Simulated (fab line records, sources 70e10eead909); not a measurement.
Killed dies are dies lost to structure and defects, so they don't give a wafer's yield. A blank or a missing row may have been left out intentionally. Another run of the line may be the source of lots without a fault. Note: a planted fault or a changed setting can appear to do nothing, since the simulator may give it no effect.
Chamber matching || flow nand_harc || NHARC_P_M1_ETCH_35 on rie_diel-09: 4 sister chambers
The step etches the open film in N2/H2, target depth 40 nm, overetch 12 nm, time 43.94 s. 8 wafers are shown with their chamber, then 12 later ones without.

== WAFERS WITH THEIR CHAMBER ==
{"wafer": "L078.5", "chamber": 1, "drypump_motor_current_A (A)": 5.8, "rf_vpp_V (V)": 426}
{"wafer": "L078.6", "chamber": 2, "drypump_motor_current_A (A)": 5.8, "rf_vpp_V (V)": 429}
{"wafer": "L082.1", "chamber": 0, "drypump_motor_current_A (A)": 6.1, "rf_vpp_V (V)": 434}
{"wafer": "L082.3", "chamber": 3, "drypump_motor_current_A (A)": 5.8, "rf_vpp_V (V)": 434}
{"wafer": "L082.6", "chamber": 3, "drypump_motor_current_A (A)": 5.9, "rf_vpp_V (V)": 435}
{"wafer": "L084.1", "chamber": 2, "drypump_motor_current_A (A)": 5.8, "rf_vpp_V (V)": 432}
{"wafer": "L084.4", "chamber": 0, "drypump_motor_current_A (A)": 6.1, "rf_vpp_V (V)": 435}
{"wafer": "L084.6", "chamber": 1, "drypump_motor_current_A (A)": 5.9, "rf_vpp_V (V)": 427}

== WAFERS WHOSE CHAMBER IS MISSING ==
{"wafer": "L090.1", "drypump_motor_current_A (A)": 5.9, "rf_vpp_V (V)": 427}
{"wafer": "L090.5", "drypump_motor_current_A (A)": 5.9, "rf_vpp_V (V)": 434}
{"wafer": "L090.6", "drypump_motor_current_A (A)": 5.8, "rf_vpp_V (V)": 430}
{"wafer": "L093.1", "drypump_motor_current_A (A)": 6.0, "rf_vpp_V (V)": 434}
{"wafer": "L093.2", "drypump_motor_current_A (A)": 5.9, "rf_vpp_V (V)": 427}
{"wafer": "L093.4", "drypump_motor_current_A (A)": 5.8, "rf_vpp_V (V)": 430}
{"wafer": "L092.1", "drypump_motor_current_A (A)": 5.9, "rf_vpp_V (V)": 428}
{"wafer": "L092.5", "drypump_motor_current_A (A)": 5.8, "rf_vpp_V (V)": 429}
{"wafer": "L092.6", "drypump_motor_current_A (A)": 5.9, "rf_vpp_V (V)": 436}
{"wafer": "L094.2", "drypump_motor_current_A (A)": 5.8, "rf_vpp_V (V)": 428}
{"wafer": "L094.3", "drypump_motor_current_A (A)": 6.1, "rf_vpp_V (V)": 434}
{"wafer": "L094.6", "drypump_motor_current_A (A)": 6.0, "rf_vpp_V (V)": 434}

== EACH ONE'S CHAMBER ==
{"wafer": "L090.1", "from the rows above": 1, "in truth": 1}
{"wafer": "L090.5", "from the rows above": 3, "in truth": 3}
{"wafer": "L090.6", "from the rows above": 2, "in truth": 2}
{"wafer": "L093.1", "from the rows above": "can't be placed: 0 or 3", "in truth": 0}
{"wafer": "L093.2", "from the rows above": 1, "in truth": 1}
{"wafer": "L093.4", "from the rows above": 2, "in truth": 2}
{"wafer": "L092.1", "from the rows above": "can't be placed: 1 or 2", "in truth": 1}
{"wafer": "L092.5", "from the rows above": "can't be placed: 2 or 1", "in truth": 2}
{"wafer": "L092.6", "from the rows above": 3, "in truth": 3}
{"wafer": "L094.2", "from the rows above": "can't be placed: 1 or 2", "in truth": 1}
{"wafer": "L094.3", "from the rows above": 0, "in truth": 0}
{"wafer": "L094.6", "from the rows above": "can't be placed: 0 or 3", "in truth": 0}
Correctly placed: 7 of 12. Can't be placed from these rows: 5 (the true chamber is among the candidates in 5). Wrongly placed: 0.
How it was worked out, from the rows above alone: a wafer's distance from a chamber is the root of the sum, over the readings, of the square of ((its reading less the chamber's mean) divided by the reading's scatter). If the next closest chamber is less than 2 further off than the closest, the wafer can't be placed; otherwise it belongs to the closest. Each chamber's mean is taken over the wafers shown for it. How the scatter is found: for the shown wafers, subtract from each reading the mean of its chamber, square and add these, divide the total by (wafers less chambers), then take the root.
